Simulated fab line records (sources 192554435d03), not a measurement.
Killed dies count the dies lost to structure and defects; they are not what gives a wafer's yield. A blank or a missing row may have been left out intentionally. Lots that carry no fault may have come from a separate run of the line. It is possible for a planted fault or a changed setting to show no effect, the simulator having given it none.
fab line records    flow n5Finfet
[record] lots = 6  wafers = 18  lastDay = 17
route steps=1938 shown GATE_CUT@489 BEOL_M4@1111 PASSIVATION@1936
lots that met no fault: taken from a fault-free run of the same line
startH: the number of hours between the record's first day and the start of the first shown wafer of the lot    waitH: hours since the lot's step before    " repeats the value in the row above    L1.1+2: several wafers, shown together as one row    - no value, or no start was given    * or withheld: withheld    < > ~ a bound
route shown NAME@n: names a module that has steps shown in the file, with the first one's number in the route    usual: mean/standard deviation taken from wafers without a fault    same: alike in all rows    chamber/n: place in a boat    sites: the reading at each site    _std_site: their standard deviation    _edge_site: inner sites' mean taken away from outer sites' mean    radiusMm: how far each site lies from the wafer's centre    mask NAME#n: copy n    behind: the tool/chamber that last shaped the wafer    hold: why the lot went on hold/how many hours it stayed there/how the hold came to an end    device: the n, p or np transistor that did not switch    end of line: tests of these same wafers at the route's end    a step given without rows: its recipe and nothing more    killed: at the first sort, the dies lost to defects and structure; wafer yield is something else    map: dies across one wafer; x = killed, . = not, _ = none there
set.NAME: the setting that was run; set.NAME@STEP: the one run at that earlier step    model.NAME: the simulator's own value behind a step, which no gauge read
lots seen at some steps along the route; tables by step, rows by wafer
services: from which hour (startH, from the record's first day; less than 0 if before it) a tool's chamber was out of use, for how many hours, and why
[[steps]]
[step N5_GATE_CUT_INSPECT_15]
[recipe] mode = adi  inspectInstrument = brightfield
[usual] rawDefectCount = 123/32
lot.wafer  tool              chamber  startH  waitH  rawDefectCount
L769.1     defectInspect-02  -        83.89   0.1    77
L769.3     "                 -        "       "      136
L769.5     "                 -        "       "      95
L781.1     defectInspect-02  -        158.33  0.1    78
L781.4     "                 -        "       "      80
L781.5     "                 -        "       "      124
L782.1     defectInspect-01  -        163.82  0.1    84
L782.3     "                 -        "       "      89
L782.5     "                 -        "       "      73
L783.1     defectInspect-02  -        168.50  0.1    147
L783.3     "                 -        "       "      104
L783.5     "                 -        "       "      89
L788.1     defectInspect-01  -        197.51  0.1    100
L788.2     "                 -        "       "      91
L788.3     "                 -        "       "      143
L791.1     defectInspect-01  -        216.24  0.1    84
L791.3     "                 -        "       "      95
L791.6     "                 -        "       "      106
[step N5_GATE_CUT_DESCUM_18]
[recipe] chemistry = O2  timeS = 7  sourcePowerW = 50  biasPowerW = 20  pressureMtorr = 20  rfFrequencyHz = 2.712e+07  tempC = 40  resist = CAR-EUV  o2FlowSccm = 225
[step N5_GATE_CUT_ETCH_28]
[recipe] chemistry = N2/H2  target = underlayer  targetDepthA = 130  maskMaterial = CAR-EUV  timeS = 10.4  ionEnergyEv = 200  pressureMtorr = 30  sourceW = 840  biasW = 150  n2FlowSccm = 200  h2FlowSccm = 200  ends = cleared
[step N5_GATE_CUT_ETCH_36]
[recipe] chemistry = CF4  target = SiARC  targetDepthA = 130  maskMaterial = CAR-EUV  timeS = 21.7  ionEnergyEv = 80  pressureMtorr = 40  sourceW = 545  biasW = 36  Ar_flow_sccm = 100  cf4FlowSccm = 100  ends = cleared
[usual] cf4FlowSccm = 100.1/0.31  drypumpMotorCurrentA = 5.88/0.29  etchRfOnTimeS = 21.5/0.56  oesProductAu = 0.68/0.079  rfFwdPowerW = 531.6/1.8  rfVppV = 184.1/1.1  showerheadPlenumPTorr = 2.14/0.061  throttleValvePct = 15.61/0.24
lot.wafer  tool        chamber  startH  waitH  cf4FlowSccm  drypumpMotorCurrentA  etchRfOnTimeS  oesProductAu  rfFwdPowerW  rfHoursCounterH  rfVppV  showerheadPlenumPTorr  throttleValvePct
L769.1     rieDiel-01  1        83.98   0.0    100.3        6.22                  21.2           0.69          532.2        98               182.6   2.14                   15.35
L769.3     "           0        "       "      100.1        6.09                  21.6           0.59          533.3        233              184.6   2.19                   15.63
L769.5     "           0        "       "      100.3        6.07                  21.6           0.58          531.7        -                183.9   2.19                   15.63
L781.1     rieDiel-01  2        158.42  0.0    100.4        5.58                  21.7           0.79          531.5        21               183.6   2.18                   15.27
L781.4     "           1        "       "      100.0        6.19                  21.3           0.68          530.3        -                184.7   2.13                   15.37
L781.5     "           3        "       "      100.0        5.90                  22.0           0.63          530.6        -                182.2   2.06                   15.75
L782.1     rieDiel-05  3        163.90  0.0    99.9         6.11                  22.0           0.62          529.1        175              184.5   2.20                   15.62
L782.3     "           2        "       "      100.3        5.73                  21.0           0.77          531.6        36               184.0   2.10                   15.31
L782.5     "           0        "       "      100.4        5.54                  22.1           0.63          534.6        -                182.6   2.12                   15.76
L783.1     rieDiel-05  1        168.59  0.0    100.6        5.50                  20.4           0.68          530.0        140              185.6   2.05                   15.75
L783.3     "           3        "       "      100.2        6.09                  22.0           0.62          531.4        176              185.6   2.20                   15.61
L783.5     "           0        "       "      99.6         5.59                  22.3           0.62          534.6        -                184.5   2.12                   15.76
L788.1     rieDiel-02  2        197.78  0.0    99.6         6.13                  20.9           0.85          533.4        0                185.1   2.29                   15.43
L788.2     "           3        "       "      100.0        6.06                  20.7           0.84          534.0        10               186.0   2.20                   15.78
L788.3     "           1        "       "      99.9         6.52                  22.5           0.61          529.3        180              183.5   2.12                   15.74
L791.1     rieDiel-05  2        216.59  0.0    100.3        5.71                  21.2           0.75          531.3        53               183.7   2.09                   15.34
L791.3     "           0        "       "      100.3        5.54                  22.2           0.61          532.3        207              184.8   2.11                   15.78
L791.6     "           3        "       "      99.9         6.13                  21.8           0.62          529.2        -                185.0   2.19                   15.65
[step N5_GATE_CUT_ETCH_37]
[recipe] chemistry = N2/H2  target = SOC  targetDepthA = 600  overetchA = 120  maskMaterial = SiARC  tempC = 40  timeS = 90  ionEnergyEv = 200  pressureMtorr = 30  sourceW = 840  biasW = 150  n2FlowSccm = 200  h2FlowSccm = 200
[usual] drypumpMotorCurrentA = 5.89/0.3  oesProductAu = 0.71/0.076  rfFwdPowerW = 834.7/2.7  rfVppV = 524.0/2.2  showerheadPlenumPTorr = 2.55/0.077  throttleValvePct = 17.89/0.24
lot.wafer  tool        chamber  startH  waitH  drypumpMotorCurrentA  oesProductAu  rfFwdPowerW  rfHoursCounterH  rfVppV  showerheadPlenumPTorr  throttleValvePct
L769.1     rieDiel-01  1        84.00   0.0    6.26                  0.73          833.5        98               524.0   2.56                   17.60
L769.3     "           0        "       "      6.08                  0.62          835.7        233              525.0   2.63                   17.94
L769.5     "           0        "       "      6.08                  0.61          833.1        -                525.4   2.63                   17.95
L781.1     rieDiel-01  2        158.44  0.0    5.58                  0.83          839.0        21               525.1   2.60                   17.56
L781.4     "           1        "       "      6.23                  0.70          836.4        -                525.1   2.55                   17.63
L781.5     "           3        "       "      5.89                  0.66          832.5        -                522.5   2.43                   17.87
L782.1     rieDiel-05  3        163.93  0.0    6.13                  0.67          833.1        175              526.6   2.63                   17.86
L782.3     "           2        "       "      5.73                  0.79          835.2        36               522.1   2.48                   17.66
L782.5     "           0        "       "      5.56                  0.67          829.3        -                526.6   2.54                   18.06
L783.1     rieDiel-05  1        168.61  0.0    5.54                  0.69          831.3        140              520.9   2.48                   18.31
L783.3     "           3        "       "      6.11                  0.66          835.4        176              526.2   2.63                   17.85
L783.5     "           0        "       "      5.55                  0.67          835.1        -                523.1   2.53                   18.06
L788.1     rieDiel-02  2        197.80  0.0    6.14                  0.87          831.2        0                527.5   2.75                   17.92
L788.2     "           3        "       "      6.09                  0.85          833.3        10               525.5   2.58                   17.76
L788.3     "           1        "       "      6.56                  0.65          835.1        180              523.0   2.54                   18.01
L791.1     rieDiel-05  2        216.62  0.0    5.73                  0.76          839.6        53               523.0   2.47                   17.69
L791.3     "           0        "       "      5.55                  0.67          837.5        207              522.1   2.53                   18.08
L791.6     "           3        "       "      6.11                  0.65          837.4        -                526.7   2.62                   17.89
[step N5_GATE_CUT_STRIP_38]
[recipe] chemistry = N2/H2  tempC = 40  n2FlowSccm = 200  h2FlowSccm = 200  rfFrequencyHz = 6e+07
[step N5_GATE_CUT_STRIP_39]
[recipe] chemistry = N2/H2  tempC = 40  n2FlowSccm = 200  h2FlowSccm = 200  rfFrequencyHz = 6e+07
[step N5_GATE_CUT_HM_OPEN_40]
[recipe] chemistry = C4F6/O2  target = SiO2  maskMaterial = SiARC  targetDepthA = 1390  timeS = 85.1  ionEnergyEv = 250  pressureMtorr = 30  sourceW = 345  biasW = 185  Ar_flow_sccm = 300  C4F6_flow_sccm = 10  O2_flow_sccm = 10  ends = cleared
[step N5_GATE_CUT_STRIP_41]
[recipe] chemistry = CF4  resist = SiARC  powerW = 300  biasPowerW = 75  pressureMtorr = 50  cf4FlowSccm = 150  rfFrequencyHz = 6e+07
[usual] cf4FlowSccm = 149.9/0.45  drypumpMotorCurrentA = 5.88/0.29  oesProductAu = 0.182/0.019  rfFwdPowerW = 294.2/1.7  rfVppV = 271.2/1.5  showerheadPlenumPTorr = 1.79/0.051  throttleValvePct = 13.59/0.27
lot.wafer  tool        chamber  startH  waitH  cf4FlowSccm  drypumpMotorCurrentA  oesProductAu  rfFwdPowerW  rfHoursCounterH  rfVppV  showerheadPlenumPTorr  throttleValvePct
L769.1     rieDiel-01  1        84.15   0.0    149.9        6.21                  0.179         296.8        98               271.0   1.78                   13.29
L769.3     "           0        "       "      150.8        6.07                  0.157         293.5        233              273.4   1.83                   13.61
L769.5     "           0        "       "      149.6        6.10                  0.161         294.7        -                272.4   1.83                   13.61
L781.1     rieDiel-01  2        158.59  0.0    150.5        5.56                  0.212         296.4        21               271.1   1.82                   13.19
L781.4     "           1        "       "      149.9        6.20                  0.178         297.3        -                270.8   1.78                   13.35
L781.5     "           3        "       "      150.1        5.89                  0.175         296.0        -                268.6   1.73                   13.72
L782.1     rieDiel-05  3        164.08  0.0    149.9        6.10                  0.171         295.1        175              272.1   1.85                   13.64
L782.3     "           2        "       "      150.2        5.73                  0.201         294.0        36               270.0   1.76                   13.25
L782.5     "           0        "       "      149.7        5.54                  0.171         294.2        -                273.0   1.78                   13.76
L783.1     rieDiel-05  1        168.76  0.0    149.3        5.51                  0.179         292.8        140              270.0   1.73                   13.77
L783.3     "           3        "       "      149.7        6.11                  0.171         293.5        176              274.1   1.85                   13.65
L783.5     "           0        "       "      150.1        5.53                  0.171         292.5        -                269.7   1.78                   13.75
L788.1     rieDiel-02  2        197.95  0.0    150.4        6.13                  0.232         292.8        0                274.9   1.94                   13.43
L788.2     "           3        "       "      149.7        6.07                  0.217         292.5        10               271.7   1.85                   13.73
L788.3     "           1        "       "      150.4        6.54                  0.172         294.4        180              270.0   1.77                   13.71
L791.1     rieDiel-05  2        216.76  0.0    149.7        5.71                  0.195         294.5        53               269.2   1.75                   13.28
L791.3     "           0        "       "      149.7        5.54                  0.172         292.9        207              272.0   1.77                   13.82
L791.6     "           3        "       "      149.9        6.11                  0.167         294.9        -                272.3   1.85                   13.67
[step N5_GATE_CUT_STRIP_42]
[recipe] chemistry = O2  powerW = 400  tempC = 40  pressureMtorr = 30  rfFrequencyHz = 6e+07  biasPowerW = 0  overashFraction = 0.3  o2FlowSccm = 225
[usual] drypumpMotorCurrentA = 5.88/0.29  o2FlowSccm = 225.0/0.64  oesProductAu = 0.79/0.088  rfVppV = 3.6/0.52  showerheadPlenumPTorr = 2.09/0.056  throttleValvePct = 16.65/0.24
lot.wafer  tool        chamber  startH  waitH  drypumpMotorCurrentA  o2FlowSccm  oesProductAu  rfHoursCounterH  rfVppV  showerheadPlenumPTorr  throttleValvePct
L769.1     rieDiel-01  1        84.17   0.0    6.25                  224.3       0.81          98               3.2     2.09                   16.33
L769.3     "           0        "       "      6.10                  225.1       0.68          233              3.8     2.14                   16.64
L769.5     "           0        "       "      6.10                  225.2       0.69          -                3.3     2.14                   16.64
L781.1     rieDiel-01  2        158.61  0.0    5.59                  225.5       0.91          21               3.5     2.12                   16.25
L781.4     "           1        "       "      6.19                  225.1       0.78          -                4.0     2.08                   16.38
L781.5     "           3        "       "      5.88                  225.0       0.76          -                3.7     2.02                   16.84
L782.1     rieDiel-05  3        164.10  0.0    6.09                  225.2       0.74          175              4.4     2.15                   16.64
L782.3     "           2        "       "      5.73                  225.2       0.89          36               3.4     2.07                   16.53
L782.5     "           0        "       "      5.55                  226.1       0.77          -                3.5     2.07                   16.76
L783.1     rieDiel-05  1        168.78  0.0    5.55                  224.6       0.79          140              3.6     2.03                   16.93
L783.3     "           3        "       "      6.11                  224.1       0.74          176              3.9     2.15                   16.63
L783.5     "           0        "       "      5.56                  224.3       0.76          -                3.1     2.07                   16.75
L788.1     rieDiel-02  2        197.97  0.0    6.12                  225.4       1.00          0                3.4     2.26                   16.51
L788.2     "           3        "       "      6.07                  225.9       0.98          10               3.3     2.13                   16.73
L788.3     "           1        "       "      6.54                  225.6       0.71          180              4.1     2.05                   16.64
L791.1     rieDiel-05  2        216.78  0.0    5.74                  225.2       0.86          53               3.5     2.07                   16.56
L791.3     "           0        "       "      5.55                  225.0       0.74          207              3.1     2.06                   16.80
L791.6     "           3        "       "      6.10                  225.8       0.74          -                3.9     2.14                   16.67
[step N5_GATE_CUT_ETCH_19]
[recipe] chemistry = CH3F/O2  target = SiNx  maskMaterial = SiO2  targetDepthA = 537  timeS = 76.7  pressureMtorr = 30  sourceW = 395  biasW = 73  Ar_flow_sccm = 150  CH3F_flow_sccm = 30  O2_flow_sccm = 20  ionEnergyEv = 120  ends = cleared
[step N5_GATE_CUT_CUT_ETCH_53]
[recipe] chemistry = SF6/Cl2  target = W  maskMaterial = SiO2  targetDepthA = 792  pressureMtorr = 8  icpW = 900  biasW = 80  SF6_flow_sccm = 40  Cl2_flow_sccm = 60  ends = cleared
[step N5_GATE_CUT_CUT_ETCH_54]
[recipe] chemistry = Cl2/BCl3  target = TiN  maskMaterial = SiO2  targetDepthA = 967  pressureMtorr = 10  icpW = 1000  biasW = 126  Cl2_flow_sccm = 53.25  bcl3FlowSccm = 21.75  Ar_flow_sccm = 25  ends = cleared
[usual] drypumpMotorCurrentA = 5.6/0.46  etchRfOnTimeS = 36.8/0.76  oesProductAu = 0.67/0.11  rfFwdPowerW = 981/5.3  throttleValvePct = 22.39/0.27
lot.wafer  tool         chamber  startH  waitH  drypumpMotorCurrentA  etchRfOnTimeS  oesProductAu  rfFwdPowerW  rfHoursCounterH  throttleValvePct
L769.1     rieMetal-01  0        84.44   0.1    4.9                   36.3           0.88          987          3                22.73
L769.3     "            0        "       "      4.9                   36.5           0.87          987          -                22.73
L769.5     "            0        "       "      4.9                   36.7           0.87          985          -                22.74
L781.1     rieMetal-01  1        158.82  0.0    5.8                   31.2           0.63          1212         115              22.08
L781.4     "            1        "       "      5.7                   30.9           0.63          1214         -                22.09
L781.5     "            0        "       "      4.9                   36.2           0.82          988          -                22.75
L782.1     rieMetal-01  1        164.30  0.0    5.8                   30.9           0.63          1218         115              22.08
L782.3     "            1        "       "      5.8                   30.8           0.64          1215         -                22.07
L782.5     "            0        "       "      4.9                   35.9           0.83          986          -                22.73
L783.1     rieMetal-02  0        168.99  0.0    6.0                   37.6           0.57          979          105              22.54
L783.3     "            1        "       "      5.7                   37.2           0.57          987          -                22.35
L783.5     "            1        "       "      5.7                   37.4           0.57          988          -                22.35
L788.1     rieMetal-03  0        198.18  0.0    6.3                   35.0           0.74          976          40               22.51
L788.2     "            1        "       "      5.3                   36.7           0.76          971          19               21.84
L788.3     "            0        "       "      6.3                   35.3           0.73          978          -                22.52
L791.1     rieMetal-02  1        216.99  0.0    5.7                   37.5           0.56          981          119              22.39
L791.3     "            0        "       "      5.9                   37.4           0.57          977          -                22.55
L791.6     "            1        "       "      5.7                   37.5           0.56          982          -                22.37
[step N5_GATE_CUT_CUT_ETCH_55]
[recipe] chemistry = BCl3  target = HfO2  maskMaterial = SiO2  targetDepthA = 32  ionEnergyEv = 30  pressureMtorr = 5  icpW = 450  biasW = 18  bcl3FlowSccm = 80
[usual] drypumpMotorCurrentA = 5.6/0.46  oesProductAu = 0.74/0.12  rfFwdPowerW = 441.2/2.4  throttleValvePct = 33.3/0.67
lot.wafer  tool         chamber  startH  waitH  drypumpMotorCurrentA  oesProductAu  rfFwdPowerW  rfHoursCounterH  throttleValvePct
L769.1     rieMetal-01  0        84.56   0.1    4.8                   0.97          440.5        3                34.2
L769.3     "            0        "       "      4.9                   0.96          442.3        -                34.2
L769.5     "            0        "       "      4.9                   0.97          442.2        -                34.2
L781.1     rieMetal-01  1        158.88  0.0    5.8                   0.62          440.3        115              32.4
L781.4     "            1        "       "      5.8                   0.62          442.5        -                32.4
L781.5     "            0        "       "      4.9                   0.92          442.8        -                34.2
L782.1     rieMetal-01  1        164.36  0.0    5.7                   0.63          440.1        115              32.4
L782.3     "            1        "       "      5.7                   0.62          439.4        -                32.4
L782.5     "            0        "       "      4.9                   0.91          444.0        -                34.2
L783.1     rieMetal-02  0        169.05  0.0    5.9                   0.65          439.6        105              33.7
L783.3     "            1        "       "      5.8                   0.62          445.2        -                32.6
L783.5     "            1        "       "      5.8                   0.62          443.1        -                32.6
L788.1     rieMetal-03  0        198.24  0.0    6.4                   0.80          441.5        40               33.6
L788.2     "            1        "       "      5.3                   0.83          437.5        19               32.8
L788.3     "            0        "       "      6.3                   0.79          439.9        -                33.6
L791.1     rieMetal-02  1        217.05  0.0    5.8                   0.62          440.7        119              32.6
L791.3     "            0        "       "      6.0                   0.63          440.8        -                33.7
L791.6     "            1        "       "      5.7                   0.61          441.7        -                32.6
[step N5_BEOL_M4_RC_MEAS_101]
[usual] DIBL_N = 37.5/1.9  DIBL_P = 37.3/2.4  IOFF_N = 0.18/0.038  IOFF_P = 0.23/0.045  ION_N = 677/11  ION_P = 464/8.1  SS_N = 72.0/0.68  SS_P = 73.5/0.77  VT_N = 249/3.3  VT_P = -249/3.6
lot.wafer  tool       chamber  startH  waitH  DIBL_N[mV/V]  DIBL_P[mV/V]  IOFF_N[nA/um]  IOFF_P[nA/um]  ION_N[uA/um]  ION_P[uA/um]  SS_N[mV/dec]  SS_P[mV/dec]  VT_N[mV]  VT_P[mV]
L769.1     prober-02  0        168.23  0.0    37.8          39.2          0.17           0.22           662           450           71.7          74.0          249       -254
L769.3     "          0        "       "      38.6          37.7          0.20           0.20           686           454           72.3          73.8          249       -255
L769.5     "          0        "       "      37.9          38.0          0.16           0.20           661           450           71.8          74.4          251       -253
L781.1     prober-02  0        243.19  0.0    36.2          34.9          0.16           0.18           672           463           72.3          72.7          252       -250
L781.4     "          0        "       "      35.9          36.6          0.15           0.22           672           459           71.5          73.7          250       -248
L781.5     "          0        "       "      36.6          37.2          0.14           0.22           662           455           71.9          73.6          251       -251
L782.1     prober-02  0        245.60  0.0    38.9          39.9          0.20           0.25           678           466           71.6          73.3          247       -248
L782.3     "          0        "       "      38.6          38.4          0.20           0.21           681           458           72.1          73.8          248       -251
L782.5     "          0        "       "      38.3          38.1          0.19           0.22           673           456           72.2          73.0          248       -248
L783.1     prober-02  0        268.91  0.0    34.1          33.4          0.12           0.15           663           452           71.4          72.5          255       -257
L783.3     "          0        "       "      34.1          32.3          0.13           0.14           657           443           70.7          72.3          254       -258
L783.5     "          0        "       "      39.3          40.9          0.24           0.28           691           465           71.7          74.4          245       -248
L788.1     prober-02  0        283.07  0.0    36.5          36.2          0.15           0.20           681           464           70.6          72.8          249       -252
L788.2     "          0        "       "      37.8          36.7          0.16           0.20           679           462           72.3          72.4          250       -251
L788.3     "          0        "       "      38.7          37.4          0.18           0.22           675           463           72.7          73.2          248       -250
L791.1     prober-02  0        300.23  0.0    35.0          34.4          0.13           0.17           669           457           71.8          72.3          257       -253
L791.3     "          0        "       "      34.7          34.7          0.13           0.19           652           452           71.9          72.2          253       -251
L791.6     "          0        "       "      36.7          38.3          0.16           0.22           681           466           71.7          73.1          252       -250
[step N5_PASSIVATION_PROBE_49]
[usual] defectLimitedYield = 91.2/1.5  killed_at_M0_to_M3 = 31/10  killed_at_M4_up = 15/5.9  killedAtContacts = 13/6  killedAtFrontEnd = 41/11  killedAtOther = 4/3.1  killedDies = 104/18  killedOpen = 68/13  killedShort = 33/8.1  sort_bin_5_function = 5.1/1.1  sort_bin_6_memory = 3.2/0.69  sort_bin_8_speed = 0.01/0.045  sortNPass = 1076/18  sortYieldPct = 91.2/1.5
[same] grossDies = 1180  killedAtBackSide = 0  sort_bin_4_leakage[%] = 0
lot.wafer  tool       chamber  startH  waitH  defectLimitedYield[%]  killed_at_M0_to_M3  killed_at_M4_up  killedAtContacts  killedAtFrontEnd  killedAtOther  killedDies  killedOpen  killedShort  sort_bin_5_function[%]  sort_bin_6_memory[%]  sort_bin_8_speed[%]  sortNPass  sortYieldPct[%]
L769.1     prober-01  -        279.49  0.0    92.5                   39                  14               12                22                2              89          61          25           5.1                     2.3                   0                    1091       92.5
L769.3     prober-01  -        279.59  0.1    90.9                   26                  18               10                50                3              107         66          37           5.8                     3.1                   0                    1073       90.9
L769.5     prober-01  -        279.69  0.2    88.9                   36                  22               18                53                2              131         95          33           6.9                     4.1                   0                    1049       88.9
L781.1     prober-01  -        342.96  0.6    91.4                   29                  11               15                41                6              102         68          33           6.4                     1.9                   0                    1078       91.4
L781.4     prober-01  -        343.11  0.7    89.8                   19                  22               25                44                10             120         82          37           5.6                     3.7                   0                    1060       89.8
L781.5     prober-01  -        343.16  0.8    91.9                   31                  30               11                20                4              96          68          28           5.2                     2.5                   0                    1084       91.9
L782.1     prober-01  -        345.44  0.0    92.5                   23                  16               7                 36                6              88          62          25           4.7                     2.5                   0                    1092       92.5
L782.3     prober-01  -        345.54  0.1    91.2                   33                  18               7                 44                2              104         74          24           4.6                     3.6                   0                    1076       91.2
L782.5     prober-01  -        345.64  0.2    88.6                   45                  17               15                51                7              135         86          44           6.9                     3.9                   0                    1045       88.6
L783.1     prober-01  -        364.49  0.0    94.7                   11                  6                16                26                3              62          45          17           2.5                     2.5                   0                    1118       94.7
L783.3     prober-01  -        364.59  0.1    93.9                   23                  4                11                33                1              72          49          23           3.5                     2.5                   0.08                 1107       93.8
L783.5     prober-01  -        364.69  0.2    93.2                   17                  16               10                37                0              80          62          18           4.8                     1.9                   0                    1100       93.2
L791.1     prober-02  -        401.08  0.0    87.2                   73                  12               14                49                3              151         102         49           7.1                     5.3                   0                    1029       87.2
L791.3     prober-02  -        401.18  0.1    89.5                   36                  14               14                58                2              124         74          50           5.8                     4.3                   0                    1056       89.5
L791.6     prober-02  -        401.33  0.3    86.9                   57                  18               21                54                4              154         110         44           8.0                     4.4                   0                    1026       86.9
// killed by level:class
L769.1 BEOL_M2:geometricParticle:open=15 MOL_CONTACT_COAG:geometricParticle:open=11 BEOL_M0_SAQP:geometricParticle:short=8 BEOL_M4:geometricParticle:open=7 BEOL_M0_SAQP:geometricParticle:open=5 STARTING-WAFER:geometricParticle:open=5 FIN_SAQP:geometricParticle:short=3 STI_FIN_REVEAL:geometricParticle:open=3
L769.3 STI_FIN_REVEAL:geometricParticle:open=18 BEOL_M4:geometricParticle:open=10 MOL_CONTACT_COAG:geometricParticle:open=9 FIN_SAQP:geometricParticle:short=8 BEOL_M0_SAQP:geometricParticle:short=6 GATE_CUT:geometricParticle:short=5 DUMMY_GATE:geometricParticle:open=5 BEOL_M3:geometricParticle:short=4
L769.5 STI_FIN_REVEAL:geometricParticle:open=19 MOL_CONTACT_COAG:geometricParticle:open=17 BEOL_M4:geometricParticle:open=14 FIN_SAQP:geometricParticle:open=10 BEOL_M0_SAQP:geometricParticle:open=9 BEOL_M0_SAQP:geometricParticle:short=6 BEOL_M2:geometricParticle:open=6 BEOL_M3:geometricParticle:open=6
L781.1 MOL_CONTACT_COAG:geometricParticle:open=14 FIN_SAQP:geometricParticle:open=11 FIN_SAQP:geometricParticle:short=11 BEOL_M4:geometricParticle:open=8 BEOL_M1:geometricParticle:open=7 BEOL_M0_SAQP:geometricParticle:short=6 BEOL_M0_SAQP:geometricParticle:open=6 DUMMY_GATE:geometricParticle:open=5
L781.4 MOL_CONTACT_COAG:geometricParticle:open=18 STI_FIN_REVEAL:geometricParticle:open=11 DUMMY_GATE:geometricParticle:open=11 BEOL_M4:geometricParticle:open=11 MOL_CONTACT_COAG:geometricParticle:short=7 FIN_SAQP:geometricParticle:open=4 FIN_SAQP:geometricParticle:short=4 BEOL_M0_SAQP:geometricParticle:short=4
L781.5 BEOL_M4:geometricParticle:open=17 MOL_CONTACT_COAG:geometricParticle:open=9 BEOL_M0_SAQP:geometricParticle:short=8 BEOL_M2:geometricParticle:open=7 BEOL_M0:geometricParticle:open=5 BEOL_M5:geometricParticle:open=5 FIN_SAQP:geometricParticle:short=3 FIN_SAQP:geometricParticle:open=3
L782.1 FIN_SAQP:geometricParticle:open=13 STI_FIN_REVEAL:geometricParticle:open=9 MOL_CONTACT_COAG:geometricParticle:open=6 GATE_CUT:geometricParticle:short=5 BEOL_M0:geometricParticle:open=5 BEOL_M4:geometricParticle:open=5 FIN_SAQP:geometricParticle:short=4 BEOL_M2:geometricParticle:open=4
L782.3 FIN_SAQP:geometricParticle:open=17 BEOL_M2:geometricParticle:open=15 BEOL_M4:geometricParticle:open=8 FIN_SAQP:geometricParticle:short=7 HKMG_FIN:areaEtch=6 STI_FIN_REVEAL:geometricParticle:open=5 BEOL_M0:geometricParticle:open=5 BEOL_M5:geometricParticle:open=5
L782.5 BEOL_M2:geometricParticle:open=17 FIN_SAQP:geometricParticle:open=12 MOL_CONTACT_COAG:geometricParticle:open=12 BEOL_M4:geometricParticle:open=11 STI_FIN_REVEAL:geometricParticle:open=7 BEOL_M0_SAQP:geometricParticle:short=7 BEOL_M0_SAQP:geometricParticle:open=7 ILD0:geometricParticle:short=6
L783.1 MOL_CONTACT_COAG:geometricParticle:open=11 STI_FIN_REVEAL:geometricParticle:open=5 MOL_CONTACT_COAG:geometricParticle:short=5 FIN_SAQP:geometricParticle:open=4 BEOL_M3:geometricParticle:open=4 BEOL_M4:geometricParticle:open=4 DUMMY_GATE:geometricParticle:open=3 FIN_SAQP:geometricParticle:short=2
L783.3 MOL_CONTACT_COAG:geometricParticle:open=9 GATE_CUT:geometricParticle:open=8 BEOL_M3:geometricParticle:open=5 STI_FIN_REVEAL:geometricParticle:open=5 BEOL_M1:geometricParticle:short=5 STARTING-WAFER:geometricParticle:short=5 DUMMY_GATE:geometricParticle:open=3 ILD0:geometricParticle:short=3
L783.5 FIN_SAQP:geometricParticle:open=10 STI_FIN_REVEAL:geometricParticle:open=9 MOL_CONTACT_COAG:geometricParticle:open=9 BEOL_M4:geometricParticle:open=7 BEOL_M8:geometricParticle:open=6 FIN_SAQP:geometricParticle:short=4 BEOL_M0_SAQP:geometricParticle:short=4 BEOL_M2:geometricParticle:open=4
L791.1 BEOL_M0_SAQP:geometricParticle:open=21 STI_FIN_REVEAL:geometricParticle:open=15 BEOL_M0_SAQP:geometricParticle:short=14 MOL_CONTACT_COAG:geometricParticle:open=11 BEOL_M2:geometricParticle:open=11 BEOL_M3:geometricParticle:open=11 GATE_CUT:geometricParticle:short=9 BEOL_M4:geometricParticle:open=8
L791.3 STI_FIN_REVEAL:geometricParticle:open=21 FIN_SAQP:geometricParticle:short=16 MOL_CONTACT_COAG:geometricParticle:open=11 BEOL_M0_SAQP:geometricParticle:short=11 BEOL_M0_SAQP:geometricParticle:open=9 BEOL_M4:geometricParticle:open=9 BEOL_M3:geometricParticle:open=6 GATE_CUT:geometricParticle:short=5
L791.6 MOL_CONTACT_COAG:geometricParticle:open=19 STI_FIN_REVEAL:geometricParticle:open=17 BEOL_M0_SAQP:geometricParticle:open=16 BEOL_M2:geometricParticle:open=14 BEOL_M0_SAQP:geometricParticle:short=12 BEOL_M4:geometricParticle:open=11 FIN_SAQP:geometricParticle:short=9 ILD0:geometricParticle:open=5
[[services]]
tool         chamber  startH  hours  kind
rieDiel-05   -        61.62   1.0    repair
rieMetal-01  1        66.46   47.8   repair
rieDiel-02   -        73.65   0.8    repair
rieDiel-01   2        74.48   -      clean
rieDiel-01   2        74.48   -      consumableReplace:focusRing
rieDiel-01   2        74.48   12.1   scheduledDown
rieDiel-01   2        74.48   12.1   ventCycle
rieMetal-01  0        77.86   4.7    repair
rieMetal-02  0        119.98  2.2    repair
rieDiel-05   -        126.82  0.3    repair
rieDiel-01   0        143.24  -      clean
rieDiel-01   0        143.24  -      consumableReplace:focusRing
rieDiel-01   0        143.24  20.1   scheduledDown
rieDiel-01   0        143.24  20.1   ventCycle
rieDiel-02   3        154.69  -      clean
rieDiel-02   3        154.69  -      consumableReplace:focusRing
rieDiel-02   3        154.69  18.8   scheduledDown
rieDiel-02   3        154.69  18.8   ventCycle
rieDiel-02   1        166.73  11.3   repair
rieDiel-01   -        169.77  0.6    repair
rieDiel-02   1        179.29  2.0    repair
rieDiel-02   0        186.27  8.8    repair
rieDiel-05   1        197.71  7.7    repair
rieMetal-01  -        214.14  1.4    pm
[[key]]
[firstSign] step = N5_GATE_CUT_CUT_ETCH_54  reading = rfFwdPowerW  direction = up  sigmas = 44  usual = *  struck = *
[effect] step = N5_GATE_CUT_CUT_ETCH_54  reading = etchRfOnTimeS  direction = down  sigmas = 7.7  usual = *  struck = *
metAt N5_GATE_CUT_CUT_ETCH_54
struckWafers L781.1,L781.4,L782.1,L782.3
[fault] kind = processParameterDrift  tool = rieMetal-01  chamber = 1  onsetH = 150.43  steps = N5_GATE_CUT_CUT_ETCH_54  channel = icpW  offset = 240  shape = step  endH = 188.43  actsIn = theseRecipesOnly  stated = 1000
